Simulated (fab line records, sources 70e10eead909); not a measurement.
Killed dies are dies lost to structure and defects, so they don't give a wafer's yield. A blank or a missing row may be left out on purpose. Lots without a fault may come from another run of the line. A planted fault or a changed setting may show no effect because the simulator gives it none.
Chamber matching | flow nand_harc | NHARC_A_BLC_CMP_25 on cmp-03: 4 sister chambers
The step polishes, t overpolish 30 s, target thk 150 nm. 8 wafers are shown with their chamber, then 12 later ones without.

WAFERS WITH THEIR CHAMBER
wafer  | chamber | motor_current_A (A) | time_to_endpoint_s (s)
L082.3 | 2       | 15.3                | 35.0
L086.1 | 1       | 11.3                | 30.3
L086.2 | 0       | 12.7                | 28.3
L087.1 | 0       | 12.5                | 30.8
L087.2 | 2       | 14.5                | 30.8
L090.1 | 1       | 11.6                | 29.0
L090.3 | 3       | 11.1                | 32.7
L090.6 | 3       | 11.1                | 32.0

WAFERS WITHOUT THEIR CHAMBER
wafer  | motor_current_A (A) | time_to_endpoint_s (s)
L092.2 | 14.3                | 30.1
L092.3 | 10.8                | 28.4
L092.4 | 11.8                | 28.5
L095.1 | 12.0                | 31.2
L095.2 | 10.6                | 33.3
L095.5 | 13.7                | 33.6
L096.1 | 11.8                | 27.8
L096.2 | 14.4                | 32.8
L096.5 | 12.4                | 30.8
L094.1 | 11.1                | 30.5
L094.3 | 12.8                | 28.4
L094.6 | 13.0                | 29.3

WHICH CHAMBER EACH WENT THROUGH
wafer  | from the rows above          | in truth
L092.2 | 2                            | 2
L092.3 | can't be placed: 1 or 3      | 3
L092.4 | can't be placed: 1 or 0 or 3 | 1
L095.1 | can't be placed: 1 or 0 or 3 | 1
L095.2 | can't be placed: 3 or 1      | 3
L095.5 | can't be placed: 2 or 0      | 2
L096.1 | can't be placed: 1 or 0 or 3 | 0
L096.2 | 2                            | 2
L096.5 | 0                            | 0
L094.1 | can't be placed: 3 or 1      | 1
L094.3 | 0                            | 0
L094.6 | 0                            | 0
Placed correctly: 5 of 12. Can't be placed from these rows: 7 (the true chamber is among the candidates in 7). Placed wrongly: 0.
How it was worked out, from the rows above alone: a wafer's distance from a chamber is the root of the sum, over the readings, of the square of ((its reading less the chamber's mean) divided by the reading's scatter). The wafer belongs to the nearest chamber; if the next one is less than 2 further off, it can't be placed. A chamber's mean is the mean of its shown wafers. The scatter: the root of (the sum of the squares of (reading less its chamber's mean) over the shown wafers, divided by (wafers less chambers)).
